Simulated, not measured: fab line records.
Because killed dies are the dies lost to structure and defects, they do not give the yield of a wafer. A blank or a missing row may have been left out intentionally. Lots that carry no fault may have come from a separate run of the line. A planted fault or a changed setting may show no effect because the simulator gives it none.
One fault seen from 2 desks -- flow n5-finfet -- each desk has only its own numbers; what lay behind them comes last

## AT THE METROLOGY DESK
Lot by lot, what the gauges showed, no matter which tool ran the lot: averages of those sampled wafers that carry a number. Marked OUT: a lot whose mean sits more than 4 standard deviations from the usual mean, which makes it out of limits; the brackets give that distance. 7 of its 10 readings are shown, namely those furthest out on some lot.
Columns: A = DIBL_N at N5_BEOL_M4_RC_MEAS_101, usual 36.4 mV/V; B = DIBL_P at N5_BEOL_M4_RC_MEAS_101, usual 36.4 mV/V; C = IOFF_N at N5_BEOL_M4_RC_MEAS_101, usual 0.16 nA/um; D = IOFF_P at N5_BEOL_M4_RC_MEAS_101, usual 0.21 nA/um; E = ION_N at N5_BEOL_M4_RC_MEAS_101, usual 680 uA/um; F = SS_N at N5_BEOL_M4_RC_MEAS_101, usual 71.5 mV/dec; G = VT_N at N5_BEOL_M4_RC_MEAS_101, usual 249 mV
lot,first seen here,A,B,C,D,E,F,G
L255,day 8 08:55,35.2,35.4,0.15,0.20,675,71.6,250
L254,day 8 12:06,37.4,35.5,0.15,0.18,682,71.4,251
L257,day 8 23:29,35.5,36.5,0.18,0.21,693,71.5,247
L259,day 9 17:30,36.7,37.3,0.16,0.20,674,71.5,251
L262,day 9 23:12,35.6,35.7,0.15,0.19,686,71.6,250
L263,day 10 02:14,38.3,39.3,0.19,0.24,693,71.9,248
L264,day 10 04:45,36.4,34.8,0.15,0.21,678,71.8,247
L266,day 11 07:11,35.8,34.6,0.15,0.19,679,71.3,248
L270,day 12 04:37,35.7,36.3,0.15,0.19,680,70.7,252
L272,day 12 14:55,35.7,35.3,0.14,0.17,671,71.3,253
L275,day 13 05:23,39.6,40.3,0.25,0.28,702,72.4,242
This desk's finding: nothing out of limits on any of the 11 lots.

## TOOL OWNER'S DESK, litho-track-05
The tool's own readings at N5_BEOL_M1_COAT_73 (time 60 s, resist thk 5 nm): means of the sampled wafers that have a number, for each lot that ran on this tool. Marked OUT: a lot whose mean sits more than 4 standard deviations from the usual mean, which makes it out of limits; the brackets give that distance.
Columns: A = heater-power-total-W at N5_BEOL_M1_COAT_73, usual 391.6 W; B = plate-temp-C at N5_BEOL_M1_COAT_73, usual 204.99 C
lot,first seen here,A,B
L254,day 5 23:29,392.4,204.97
L257,day 6 21:37,391.6,205.00
L259,day 7 15:01,380.1 (-8.2) OUT,200.01 (-36) OUT
L262,day 7 23:17,379.8 (-8.4) OUT,199.96 (-36) OUT
This desk finds L259, L262 out of limits, L259 being first, at day 7 15:01 (heater-power-total-W at N5_BEOL_M1_COAT_73). L254, L257: within limits.

## BROUGHT TOGETHER
At day 7 15:01, on L259, L262, the tool owner's desk was in a position to raise an alarm.
From the metrology desk's view, nothing was out of limits.
The metrology desk has L259, L262 on record, within its limits.
All the named lots went through N5_BEOL_M1_COAT_73 on litho-track-05.

## WHAT THE SIMULATOR PUT IN
Drift in process parameters on litho-track-05 at N5_BEOL_M1_COAT_73, starting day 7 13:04. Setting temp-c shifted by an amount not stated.
Lots struck among those shown: L259, L262.
Hours from the fault's start to each desk's first reading out of limits: the tool owner's desk, 2.
